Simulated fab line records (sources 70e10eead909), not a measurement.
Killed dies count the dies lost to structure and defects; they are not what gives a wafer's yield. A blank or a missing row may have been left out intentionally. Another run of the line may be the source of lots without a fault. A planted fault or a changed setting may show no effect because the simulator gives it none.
fab line records	flow nandHarc
record lots=13	wafers=37	lastDay=25
route steps=1159 shown A_SLIT@796 A_WL_FILL@823 END@1159
lots that met no fault: from a run of the same line without faults
startH: start of the lot's first displayed wafer, in hours after the record's first day	waitH: time in hours since the lot's previous step	" repeats the value in the row above	L1.1+2: one row covering several wafers at once	- no value present, or no start provided	* or withheld: withheld	< > ~ a bound
route shown NAME@n: a module of which the file shows steps, and the number in the route of the first	usual: mean/standard deviation of fault-free wafers	same: alike in all rows	chamber/n: place in a boat	sites: readings site by site	_std_site: the standard deviation of these	_edge_site: outer sites' mean less inner sites'	radiusMm: how far each site lies from the wafer's centre	mask NAME#n: copy n	behind: tool/chamber where the wafer was last shaped	hold: cause of the lot's hold/its duration in hours/its outcome	device: whichever transistor did not switch (one of n, p or np)	end of line: the tests these same wafers got at the end of their route	where a step has no rows: the recipe by itself	killed: dies lost to structure and defects at the first sort, not the wafer's yield	map: the dies of a wafer, with x for killed, . for not killed, _ for no die there
set.NAME: setting as actually run; set.NAME@STEP: the setting as run at that earlier step	model.NAME: the simulator's own value behind a step, which no gauge read
a sample of lots followed through the steps of the route, with each step as a table and each wafer as a row
services: when a tool's chamber went out of use (startH, in hours from the record's first day, below 0 if earlier), for how many hours, and the reason
## steps
# step NHARC_A_SLIT_ETCH_17
# recipe biasV=900	sourceW=withheld	pressureMtorr=20	arFlowSccm=375	c4f8FlowSccm=83.3	o2FlowSccm=41.7	timeS=1687.5	targetDepthA=1.01e+05	chemistry=C4F8/O2/Ar
# usual drypumpMotorCurrentA=6.0/0.65	showerheadPlenumPTorr=3.58/0.075	throttleValvePct=32.045/0.0091
lot.wafer	tool	chamber	startH	waitH	drypumpMotorCurrentA	rfHoursCounterH	showerheadPlenumPTorr	throttleValvePct
L587.2	harEtch-01	0	333.52	-	4.8	4	3.58	32.048
L587.4	"	0	"	"	4.8	-	3.58	32.042
L587.3	"	1	"	"	6.1	-	3.63	32.051
L589.1	harEtch-02	1	337.53	-	6.5	177	3.69	32.039
L589.4	"	0	"	"	6.3	-	3.50	32.050
L589.6	"	1	"	"	6.6	-	3.69	32.055
L590.2	harEtch-01	1	344.48	-	6.1	10	3.63	32.053
L590.3	"	0	"	"	4.7	-	3.58	32.038
L590.6	"	1	"	"	6.1	-	3.63	32.032
L591.1	harEtch-02	0	344.92	-	6.2	180	3.50	32.037
L591.3	"	0	"	"	6.2	-	3.50	32.065
L591.6	"	0	"	"	6.2	-	3.50	32.048
L593.3	harEtch-01	1	359.16	-	6.1	-	3.62	32.040
L593.4	"	0	"	"	4.8	-	3.57	32.026
L594.3	harEtch-02	0	364.54	-	6.2	-	3.49	32.045
L594.6	"	1	"	"	6.6	-	3.68	32.035
L596.4	harEtch-02	1	388.32	-	6.5	-	3.68	32.044
L596.5	"	1	"	"	6.5	-	3.68	32.044
L596.6	"	0	"	"	6.2	-	3.49	32.047
L601.4	harEtch-01	0	406.23	-	4.7	-	3.56	32.032
L601.3	"	1	"	"	6.1	-	3.61	32.037
L601.5	"	1	"	"	6.1	-	3.61	32.046
L602.1	harEtch-01	1	424.14	-	6.1	44	3.61	32.035
L602.6	"	1	"	"	6.1	-	3.61	32.052
L602.5	"	0	"	"	4.8	-	3.56	32.035
L605.1	harEtch-01	0	435.27	-	4.8	50	3.55	32.034
L605.4	"	0	"	"	4.7	-	3.55	32.043
L605.6	"	1	"	"	6.1	-	3.60	32.051
L606.2	harEtch-02	0	438.69	-	6.3	221	3.48	32.060
L606.4	"	0	"	"	6.2	-	3.47	32.050
L606.3	"	1	"	"	6.6	-	3.66	32.045
L609.3	harEtch-01	1	456.47	-	6.1	-	3.60	32.029
L609.6	"	1	"	"	6.1	-	3.60	32.045
L609.5	"	0	"	"	4.8	-	3.55	32.052
L608.1	harEtch-01	0	460.58	-	4.7	61	3.55	32.047
L608.4	"	0	"	"	4.8	-	3.55	32.036
L608.3	"	1	"	"	6.1	-	3.60	32.041
# step NHARC_A_WL_FILL_ETCHBACK_16
# recipe targetDepthA=880	timeS=17.6	c4f8FlowSccm=withheld	o2FlowSccm=8	arFlowSccm=withheld	rfW=600	biasW=800	chemistry=C4F8/O2/Ar
# usual oesProductAu=0.99/0.033	rfVppV=724/4.4	runLengthS=38.9/0.49
lot.wafer	tool	chamber	startH	waitH	oesProductAu	rfHoursCounterH	rfVppV	runLengthS
L587.4	rieDiel-02	2	359.13	-	1.01	1.1	719	38.4
L587.2	"	3	"	"	0.99	1.2	727	38.7
L587.3	"	0	"	"	1.01	1.3	728	38.8
L589.1	rieDiel-02	3	362.72	-	0.94	1.2	727	38.5
L589.4	"	1	"	"	0.97	1.3	724	37.8
L589.6	"	0	"	"	0.98	-	728	38.7
L590.2	rieDiel-02	3	371.56	-	0.99	1.5	727	38.7
L590.3	"	2	"	"	1.02	1.5	719	38.3
L590.6	"	3	"	"	0.99	-	728	38.5
L591.1	rieDiel-10	2	371.64	-	1.02	0.3	719	38.7
L591.3	"	0	"	"	1.03	0.3	718	39.3
L591.6	"	0	"	"	1.03	-	717	39.6
L593.4	rieDiel-02	0	387.54	-	0.94	3.6	729	38.7
L593.3	"	1	"	"	0.94	3.5	726	24.0
L594.3	rieDiel-02	2	391.69	-	0.96	3.2	719	25.2
L594.6	"	1	"	"	0.96	-	726	24.6
L596.4	rieDiel-09	0	414.80	-	0.94	-	729	38.5
L596.5	"	2	"	"	0.92	-	727	39.8
L596.6	"	3	"	"	0.92	-	725	39.7
L601.3	rieDiel-10	2	434.62	-	1.01	3.0	717	38.9
L601.4	"	0	"	"	1.01	2.9	718	39.2
L601.5	"	2	"	"	1.01	-	719	38.8
L602.1	rieDiel-09	3	450.21	-	1.00	0.2	724	39.9
L602.6	"	2	"	"	1.00	-	728	39.2
L602.5	"	3	"	"	1.01	-	725	39.7
L605.1	rieDiel-09	2	460.30	-	1.00	0.5	727	39.2
L605.4	"	0	"	"	1.02	-	729	38.8
L605.6	"	1	"	"	0.99	-	721	39.3
L606.3	rieDiel-10	0	464.71	-	1.02	4.0	718	39.1
L606.4	"	1	"	"	1.00	3.1	722	38.9
L606.2	"	2	"	"	1.00	4.2	716	39.0
L609.3	rieDiel-09	3	484.46	-	1.01	0.7	724	39.4
L609.5	"	1	"	"	0.99	-	721	39.3
L609.6	"	2	"	"	1.02	-	729	38.9
L608.1	rieDiel-09	2	500.27	-	0.99	1.4	725	39.4
L608.3	"	3	"	"	1.00	1.0	727	39.7
L608.4	"	3	"	"	0.99	-	725	39.4
# step NHARC_A_WL_FILL_ALD_19
# recipe targetThkA=20	pulseTimeS=3	aldCycles=100	tempC=450	material=TiN
# usual heaterPowerW=1088/110	precursorPulseHeightRel=1.001/0.021
# same pulseTimeS=3
lot.wafer	tool	chamber	startH	waitH	heaterPowerW	precursorPulseHeightRel
L587.3	aldMetal-01	1	364.61	0.1	999	1.021
L587.4	"	2	"	"	1269	0.974
L587.2	"	0	"	"	1139	1.038
L589.1	aldMetal-04	1	368.36	0.1	1228	0.978
L589.4	"	2	"	"	988	0.983
L589.6	"	0	"	"	1079	0.985
L590.3	aldMetal-01	0	377.24	0.1	1171	0.964
L590.2	"	3	"	"	1065	1.006
L590.6	"	1	"	"	994	1.004
L591.3	aldMetal-04	1	377.29	0.1	1238	0.993
L591.1	"	2	"	"	970	1.049
L591.6	"	0	"	"	1075	1.042
L593.3	aldMetal-02	2	393.42	0.1	1005	1.003
L593.4	"	1	"	"	1165	0.973
L594.3	aldMetal-04	2	397.11	0.1	951	1.024
L594.6	"	3	"	"	1223	1.004
L596.4	aldMetal-02	3	420.67	0.1	870	0.995
L596.5	"	1	"	"	1167	0.992
L596.6	"	2	"	"	1008	1.014
L601.4	aldMetal-01	0	439.27	0.1	1138	0.972
L601.3	"	1	"	"	1041	1.019
L601.5	"	3	"	"	1134	1.028
L602.1	aldMetal-02	2	455.64	0.1	1019	0.995
L602.6	"	1	"	"	1160	1.036
L602.5	"	2	"	"	1030	1.027
L605.1	aldMetal-02	3	466.08	0.1	866	1.044
L605.4	"	2	"	"	1034	0.997
L605.6	"	0	"	"	1112	0.947
L606.4	aldMetal-02	3	470.43	0.1	861	0.986
L606.3	"	1	"	"	1175	1.019
L606.2	"	2	"	"	1041	0.985
L609.3	aldMetal-02	1	490.35	0.1	1196	0.998
L609.6	"	3	"	"	876	1.034
L609.5	"	0	"	"	1128	0.979
L608.1	aldMetal-04	0	505.90	0.1	1055	1.002
L608.4	"	1	"	"	1198	1.015
L608.3	"	2	"	"	964	0.993
# step NHARC_A_WL_FILL_CVD_20
# recipe targetThkA=750	tempC=300	pressureTorr=40	wf6FlowSccm=40	h2FlowSccm=1600	arFlowSccm=1560	timeS=5064	material=W
# usual heaterPowerW=495/22	throttleValvePct=7.93/0.25
lot.wafer	tool	chamber	startH	waitH	heaterPowerW	throttleValvePct
L587.2	cvdW-01	0	-	-	502	7.67
L587.3	"	0	"	"	495	7.45
L587.4	"	1	"	"	472	8.16
L589.1	cvdW-02	0	-	-	499	7.86
L589.4	"	0	"	"	514	8.07
L589.6	"	1	"	"	478	7.79
L590.2	cvdW-01	1	-	-	467	7.93
L590.3	"	0	"	"	489	7.81
L590.6	"	1	"	"	458	8.14
L591.1	cvdW-01	1	-	-	457	8.00
L591.3	"	1	"	"	464	8.05
L591.6	"	1	"	"	458	8.15
L593.4	cvdW-02	0	-	-	512	7.71
L593.3	"	1	"	"	498	8.07
L594.3	cvdW-02	1	-	-	501	7.85
L594.6	"	0	"	"	508	7.70
L596.4	cvdW-01	0	-	-	505	7.84
L596.5	"	0	"	"	499	8.10
L596.6	"	1	"	"	461	8.33
L601.3	cvdW-01	0	-	-	507	7.77
L601.4	"	1	"	"	464	8.21
L601.5	"	0	"	"	518	7.76
L602.1	cvdW-01	0	-	-	508	7.81
L602.5	"	1	"	"	464	8.07
L602.6	"	0	"	"	497	7.76
L605.1	cvdW-02	1	-	-	495	8.10
L605.4	"	0	"	"	504	8.17
L605.6	"	0	"	"	518	7.88
L606.2	cvdW-02	0	-	-	528	7.63
L606.4	"	0	"	"	512	7.54
L606.3	"	1	"	"	499	7.93
L609.3	cvdW-02	1	-	-	495	8.26
L609.5	"	1	"	"	504	8.17
L609.6	"	0	"	"	524	7.61
L608.1	cvdW-01	1	-	-	442	8.33
L608.4	"	0	"	"	502	7.49
L608.3	"	1	"	"	441	7.97
# step NHARC_END_SORT_01
# recipe tempC=25
# usual killedAtArray=27/12	killedAtOther=0.8/1	killedAtPeriphery=4.0/2.5	killedDies=32/11	killedOpen=3.3/1.8	killedShort=2.0/1.5
# same grossDies=677
lot.wafer	tool	chamber	startH	waitH	killedAtArray	killedAtOther	killedAtPeriphery	killedDies	killedOpen	killedShort
L593.3	prober-01	0	473.74	3.1	667	3	7	677	4	1
L593.4	prober-01	0	474.54	3.4	26	1	0	27	1	0
L594.3	prober-02	0	477.94	3.1	670	3	4	677	5	1
L594.6	prober-02	0	480.37	4.0	667	0	10	677	2	2
# killed by level:class
L593.3 A_WL_FILL:areaEtchback=638 A_CHANNEL_HOLE_D1:chamberFilmFlake=12 A_STAIRCASE:chamberFilmFlake=8 A_CONTACT:chamberFilmFlake=5 P_GATE:chamberFilmFlake=4 THIN_TSV:chamberFilmFlake=3 A_CONTACT:geometricParticle:open=2 P_CONTACT:geometricParticle:open=1
L593.4 A_CHANNEL_HOLE_D1:chamberFilmFlake=9 A_STAIRCASE:chamberFilmFlake=9 A_CONTACT:chamberFilmFlake=5 A_BLC:geometricParticle:open=1 A_ZERO_WELL:chamberFilmFlake=1 A_SLIT:chamberFilmFlake=1 THIN_TSV:chamberFilmFlake=1
L594.3 A_WL_FILL:areaEtchback=649 A_SLIT:chamberFilmFlake=8 A_CHANNEL_HOLE_D1:chamberFilmFlake=3 A_STAIRCASE:chamberFilmFlake=3 A_CONTACT:geometricParticle:open=2 P_GATE:chamberFilmFlake=2 THIN_TSV:chamberFilmFlake=2 P_CONTACT:geometricParticle:open=1
L594.6 A_WL_FILL:areaEtchback=646 A_SLIT:chamberFilmFlake=9 P_GATE:chamberFilmFlake=6 A_STAIRCASE:chamberFilmFlake=6 A_M0:geometricParticle:short=2 P_ZERO_WELL:chamberFilmFlake=2 A_CHANNEL_HOLE_D1:chamberFilmFlake=2 P_CONTACT:geometricParticle:open=1
## services
tool	chamber	startH	hours	kind
aldMetal-01	0	318.71	18.4	repair
harEtch-01	0	322.00	-	clean
harEtch-01	0	322.00	-	consumableReplace:focusRing
aldMetal-04	0	324.49	2.3	repair
rieDiel-02	-	327.70	9.0	pm
rieDiel-10	-	353.50	9.0	pm
rieDiel-09	0	356.22	9.2	repair
rieDiel-10	1	363.95	17.5	repair
aldMetal-02	-	364.00	10.0	pm
cvdW-02	1	372.23	8.5	repair
cvdW-02	-	376.97	13.0	pm
aldMetal-01	2	387.47	4.1	repair
rieDiel-02	2	399.75	10.0	repair
aldMetal-04	-	406.00	10.0	pm
rieDiel-09	1	413.69	5.7	repair
rieDiel-09	-	431.10	9.0	pm
rieDiel-10	1	435.13	6.0	repair
rieDiel-09	3	455.31	9.3	repair
aldMetal-01	-	458.00	10.0	pm
rieDiel-09	1	468.50	5.8	repair
cvdW-01	-	473.72	13.0	pm
rieDiel-10	-	496.65	0.5	repair
rieDiel-09	0	499.01	12.9	repair
rieDiel-02	-	504.70	9.0	pm
## key
firstSign step=NHARC_A_WL_FILL_ETCHBACK_16	reading=runLengthS	direction=down	sigmas=29	usual=*	struck=*
effect step=NHARC_END_SORT_01	reading=killedDies	direction=up	sigmas=58	usual=32	struck=677
moreKillsBornAt NHARC_A_WL_FILL_ETCHBACK_16@rieDiel-02=1933
metAt NHARC_A_WL_FILL_ETCHBACK_16
struckLots L593,L594
struckWafers L593.3,L594.3,L594.6
laterRowsLeftOut L593.3,L594.3,L594.6
testerLeftOut L593,L594
notActingAt NHARC_A_SLIT_ETCH_17,NHARC_A_WL_FILL_ALD_19,NHARC_A_WL_FILL_CVD_20
onsetBetween 371.56 387.54
fault kind=processParameterDrift	tool=rieDiel-02	chamber=-	onsetH=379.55	steps=NHARC_A_WL_FILL_ETCHBACK_16	channel=timeS	offset=*	shape=step	endH=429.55	scope=struckWafersOnly	actsIn=*	stated=*
# testerLeftOut: of these lots the tester's yield and bins aren't shown, on N5 and GAA mostly nor the transistor test; their killed dies are dies lost to structure and defects alone, not to doping, threshold or leakage, so they don't give the yield
# laterRowsLeftOut: the simulator's readings of these wafers behind a module that went badly wrong aren't trusted and aren't shown, but for the sort
